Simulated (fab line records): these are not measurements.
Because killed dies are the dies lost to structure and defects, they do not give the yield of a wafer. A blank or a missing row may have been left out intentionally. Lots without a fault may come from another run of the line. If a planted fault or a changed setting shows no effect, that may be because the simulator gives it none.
Which of the tools did it? :: flow nand-harc :: Sampling: 11 lots, 33 wafers, 4 of 1302 route steps

== WHAT THE GAUGES READ, wafer by wafer ==
NHARC_P_GATE_CD_MEAS_59 targets a cd of 720 nm.
lot: L519
measured: day 6 00:35
on: cd-sem-02
cd-nm (nm): 718.7 716.4 720.2

lot: L521
measured: day 6 15:01
on: cd-sem-02
cd-nm (nm): 722.6 721.3 720.5

lot: L526
measured: day 8 21:23
on: cd-sem-02
cd-nm (nm): 730.0 728.6 728.8

lot: L527
measured: day 9 05:14
on: cd-sem-01
cd-nm (nm): 729.2 730.5 730.3

lot: L533
measured: day 11 18:11
on: cd-sem-02
cd-nm (nm): 719.6 719.6 721.4

lot: L532
measured: day 11 18:55
on: cd-sem-03
cd-nm (nm): 720.2 719.0 717.6

lot: L535
measured: day 12 20:19
on: cd-sem-02
cd-nm (nm): 722.0 720.9 721.3

lot: L536
measured: day 12 22:14
on: cd-sem-02
cd-nm (nm): 723.0 720.8 721.9

lot: L539
measured: day 14 03:41
on: cd-sem-03
cd-nm (nm): 718.6 718.9 721.6

lot: L540
measured: day 14 16:56
on: cd-sem-01
cd-nm (nm): 719.8 718.5 717.6

lot: L541
measured: day 15 10:17
on: cd-sem-01
cd-nm (nm): 717.7 719.5 720.4

== TOOL THAT RAN EACH LOT (tool first, then ch and the chambers of the sampled wafers, then the start) ==
lot: L519
NHARC_P_GATE_DESCUM_13: rie-diel-10 ch 0,1,2, day 4 20:55
NHARC_P_GATE_STRIP_108: rie-diel-10 ch 0,2, day 5 11:49
NHARC_P_GATE_PEB_57: litho-track-07 ch 0, day 6 00:30

lot: L521
NHARC_P_GATE_DESCUM_13: rie-diel-10 ch 0,1,3, day 5 10:26
NHARC_P_GATE_STRIP_108: rie-diel-01 ch 1,2,3, day 6 02:05
NHARC_P_GATE_PEB_57: litho-track-03 ch 0, day 6 14:55

lot: L526
NHARC_P_GATE_DESCUM_13: rie-diel-10 ch 0,2,3, day 7 15:40
NHARC_P_GATE_STRIP_108: rie-diel-01 ch 0,1,3, day 8 06:14
NHARC_P_GATE_PEB_57: litho-track-03 ch 0, day 8 21:18

lot: L527
NHARC_P_GATE_DESCUM_13: rie-diel-10 ch 0,3, day 8 01:52
NHARC_P_GATE_STRIP_108: rie-diel-03 ch 1,2, day 8 16:19
NHARC_P_GATE_PEB_57: litho-track-03 ch 0, day 9 05:08

lot: L533
NHARC_P_GATE_DESCUM_13: rie-diel-01 ch 0,1,2, day 10 10:43
NHARC_P_GATE_STRIP_108: rie-diel-01 ch 0,2, day 11 05:22
NHARC_P_GATE_PEB_57: litho-track-07 ch 0, day 11 18:05

lot: L532
NHARC_P_GATE_DESCUM_13: rie-diel-03 ch 0,3, day 10 10:52
NHARC_P_GATE_STRIP_108: rie-diel-01 ch 0,1,3, day 11 06:07
NHARC_P_GATE_PEB_57: litho-track-05 ch 0, day 11 18:49

lot: L535
NHARC_P_GATE_DESCUM_13: rie-diel-01 ch 2,3, day 11 13:36
NHARC_P_GATE_STRIP_108: rie-diel-01 ch 0,1,2, day 12 07:25
NHARC_P_GATE_PEB_57: litho-track-03 ch 0, day 12 20:14

lot: L536
NHARC_P_GATE_DESCUM_13: rie-diel-10 ch 1,2,3, day 11 17:19
NHARC_P_GATE_STRIP_108: rie-diel-01 ch 0,1,2, day 12 09:35
NHARC_P_GATE_PEB_57: litho-track-03 ch 0, day 12 22:09

lot: L539
NHARC_P_GATE_DESCUM_13: rie-diel-01 ch 1,2, day 12 23:32
NHARC_P_GATE_STRIP_108: rie-diel-10 ch 2,3, day 13 14:45
NHARC_P_GATE_PEB_57: litho-track-03 ch 0, day 14 03:35

lot: L540
NHARC_P_GATE_DESCUM_13: rie-diel-01 ch 1,2, day 13 11:38
NHARC_P_GATE_STRIP_108: rie-diel-01 ch 0,1,3, day 14 04:11
NHARC_P_GATE_PEB_57: litho-track-05 ch 0, day 14 16:51

lot: L541
NHARC_P_GATE_DESCUM_13: rie-diel-10 ch 2,3, day 13 22:12
NHARC_P_GATE_STRIP_108: rie-diel-03 ch 1,2, day 14 21:28
NHARC_P_GATE_PEB_57: litho-track-07 ch 0, day 15 10:11
- NHARC_P_GATE_DESCUM_13: chemistry O2, time 3 s.
- NHARC_P_GATE_STRIP_108: strips in O2.
- NHARC_P_GATE_PEB_57: peb time 85 s.

== AS READ BY THE TOOLS THEMSELVES (means over the sampled wafers that have a number; for cases with no such wafer, the mark the record gives instead) ==
NHARC_P_GATE_DESCUM_13.
lot: L519
tool: rie-diel-10
drypump-motor-current-A (A): 5.8
oes-product-au (a.u.): 0.999
rf-vpp-V (V): 57.4
showerhead-plenum-p-Torr (Torr): 1.97
throttle-valve-pct (%): 11.301

lot: L521
tool: rie-diel-10
drypump-motor-current-A (A): 5.7
oes-product-au (a.u.): 0.997
rf-vpp-V (V): 57.2
showerhead-plenum-p-Torr (Torr): 1.95
throttle-valve-pct (%): 11.317

lot: L526
tool: rie-diel-10
drypump-motor-current-A (A): 5.8
oes-product-au (a.u.): 0.996
rf-vpp-V (V): 57.9
showerhead-plenum-p-Torr (Torr): 1.96
throttle-valve-pct (%): 11.309

lot: L527
tool: rie-diel-10
drypump-motor-current-A (A): 5.9
oes-product-au (a.u.): 0.992
rf-vpp-V (V): 58.9
showerhead-plenum-p-Torr (Torr): 2.00
throttle-valve-pct (%): 11.298

lot: L533
tool: rie-diel-01
drypump-motor-current-A (A): 5.5
oes-product-au (a.u.): 0.995
rf-vpp-V (V): 58.4
showerhead-plenum-p-Torr (Torr): 1.90
throttle-valve-pct (%): 11.316

lot: L532
tool: rie-diel-03
drypump-motor-current-A (A): 5.6
oes-product-au (a.u.): 0.992
rf-vpp-V (V): 58.0
showerhead-plenum-p-Torr (Torr): 1.92
throttle-valve-pct (%): 11.304

lot: L535
tool: rie-diel-01
drypump-motor-current-A (A): 5.4
oes-product-au (a.u.): 0.992
rf-vpp-V (V): 57.6
showerhead-plenum-p-Torr (Torr): 1.85
throttle-valve-pct (%): 11.315

lot: L536
tool: rie-diel-10
drypump-motor-current-A (A): 5.6
oes-product-au (a.u.): 1.008
rf-vpp-V (V): 57.5
showerhead-plenum-p-Torr (Torr): 1.90
throttle-valve-pct (%): 11.310

lot: L539
tool: rie-diel-01
drypump-motor-current-A (A): 5.6
oes-product-au (a.u.): 0.995
rf-vpp-V (V): 57.5
showerhead-plenum-p-Torr (Torr): 1.94
throttle-valve-pct (%): 11.309

lot: L540
tool: rie-diel-01
drypump-motor-current-A (A): 5.7
oes-product-au (a.u.): 0.986
rf-vpp-V (V): 57.4
showerhead-plenum-p-Torr (Torr): 1.94
throttle-valve-pct (%): 11.321

lot: L541
tool: rie-diel-10
drypump-motor-current-A (A): 5.7
oes-product-au (a.u.): 1.012
rf-vpp-V (V): 57.7
showerhead-plenum-p-Torr (Torr): 1.92
throttle-valve-pct (%): 11.312

NHARC_P_GATE_STRIP_108.
lot: L519
tool: rie-diel-10
drypump-motor-current-A (A): 5.8
oes-product-au (a.u.): 0.996
rf-vpp-V (V): 59.5
showerhead-plenum-p-Torr (Torr): 3.64
throttle-valve-pct (%): 17.044

lot: L521
tool: rie-diel-01
drypump-motor-current-A (A): 5.5
oes-product-au (a.u.): 0.998
rf-vpp-V (V): 57.1
showerhead-plenum-p-Torr (Torr): 3.50
throttle-valve-pct (%): 17.032

lot: L526
tool: rie-diel-01
drypump-motor-current-A (A): 5.2
oes-product-au (a.u.): 1.004
rf-vpp-V (V): 58.1
showerhead-plenum-p-Torr (Torr): 3.50
throttle-valve-pct (%): 17.035

lot: L527
tool: rie-diel-03
drypump-motor-current-A (A): 5.7
oes-product-au (a.u.): 0.993
rf-vpp-V (V): 57.2
showerhead-plenum-p-Torr (Torr): 3.63
throttle-valve-pct (%): 17.027

lot: L533
tool: rie-diel-01
drypump-motor-current-A (A): 5.6
oes-product-au (a.u.): 0.996
rf-vpp-V (V): 57.6
showerhead-plenum-p-Torr (Torr): 3.45
throttle-valve-pct (%): 17.035

lot: L532
tool: rie-diel-01
drypump-motor-current-A (A): 5.2
oes-product-au (a.u.): 1.001
rf-vpp-V (V): 57.0
showerhead-plenum-p-Torr (Torr): 3.49
throttle-valve-pct (%): 17.040

lot: L535
tool: rie-diel-01
drypump-motor-current-A (A): 5.5
oes-product-au (a.u.): 0.997
rf-vpp-V (V): 57.1
showerhead-plenum-p-Torr (Torr): 3.51
throttle-valve-pct (%): 17.044

lot: L536
tool: rie-diel-01
drypump-motor-current-A (A): 5.5
oes-product-au (a.u.): 0.999
rf-vpp-V (V): 57.6
showerhead-plenum-p-Torr (Torr): 3.51
throttle-valve-pct (%): 17.038

lot: L539
tool: rie-diel-10
drypump-motor-current-A (A): 5.7
oes-product-au (a.u.): 1.013
rf-vpp-V (V): 57.7
showerhead-plenum-p-Torr (Torr): 3.49
throttle-valve-pct (%): 17.032

lot: L540
tool: rie-diel-01
drypump-motor-current-A (A): 5.2
oes-product-au (a.u.): 0.995
rf-vpp-V (V): 57.7
showerhead-plenum-p-Torr (Torr): 3.49
throttle-valve-pct (%): 17.039

lot: L541
tool: rie-diel-03
drypump-motor-current-A (A): 5.3
oes-product-au (a.u.): 0.993
rf-vpp-V (V): 57.9
showerhead-plenum-p-Torr (Torr): 3.61
throttle-valve-pct (%): 17.050

NHARC_P_GATE_PEB_57.
lot: L519
tool: litho-track-07
heater-power-total-W (W): 163.90
plate-temp-C (C): 118.02

lot: L521
tool: litho-track-03
heater-power-total-W (W): 163.66
plate-temp-C (C): 118.16

lot: L526
tool: litho-track-03
heater-power-total-W (W): 179.65
plate-temp-C (C): 126.28

lot: L527
tool: litho-track-03
heater-power-total-W (W): 178.43
plate-temp-C (C): 126.33

lot: L533
tool: litho-track-07
heater-power-total-W (W): 163.98
plate-temp-C (C): 117.98

lot: L532
tool: litho-track-05
heater-power-total-W (W): 163.76
plate-temp-C (C): 118.01

lot: L535
tool: litho-track-03
heater-power-total-W (W): 163.91
plate-temp-C (C): 118.01

lot: L536
tool: litho-track-03
heater-power-total-W (W): 164.07
plate-temp-C (C): 117.90

lot: L539
tool: litho-track-03
heater-power-total-W (W): 164.13
plate-temp-C (C): 117.94

lot: L540
tool: litho-track-05
heater-power-total-W (W): 164.17
plate-temp-C (C): 117.95

lot: L541
tool: litho-track-07
heater-power-total-W (W): 163.99
plate-temp-C (C): 117.90

== THE ANSWER, worked out from the rows above alone ==
Rule: the usual values come from the lots themselves. Put in order of their means at a reading, lots are off if they are a third of the lots or fewer, leave a main group of 4 or more, and stand apart from it by a gap of 3 or more times the standard deviation of the main group's means; of several such gaps the widest counts. A main group is skipped when, at the precision printed for the reading in the tables above, its means are all equal. Also off: a lot with no number at a reading for which 4 or more lots have one. The other lots that the step has rows for count as sound. After the gauges, taken in route order, come the tools' own readings; for these a lot's mean is taken, as printed above. The first step at which some lot is off is used, and at that step the reading that is off furthest; a lot without a number counts as furthest.
Off: L526, L527 (NHARC_P_GATE_CD_MEAS_59, cd-nm). Mean 720.0 nm and standard deviation 1.2 in the main group.
A tool fits if, at a process step before that reading, it ran every lot that is off, and no sound lot after the first of them. The gauges at NHARC_P_GATE_CD_MEAS_59 aren't tried: what is off there is off at NHARC_P_GATE_PEB_57 too, on other tools, and a gauge's error can't cause that. Of those tried, none fits.

== WHAT WAS PUT IN BY THE SIMULATOR ==
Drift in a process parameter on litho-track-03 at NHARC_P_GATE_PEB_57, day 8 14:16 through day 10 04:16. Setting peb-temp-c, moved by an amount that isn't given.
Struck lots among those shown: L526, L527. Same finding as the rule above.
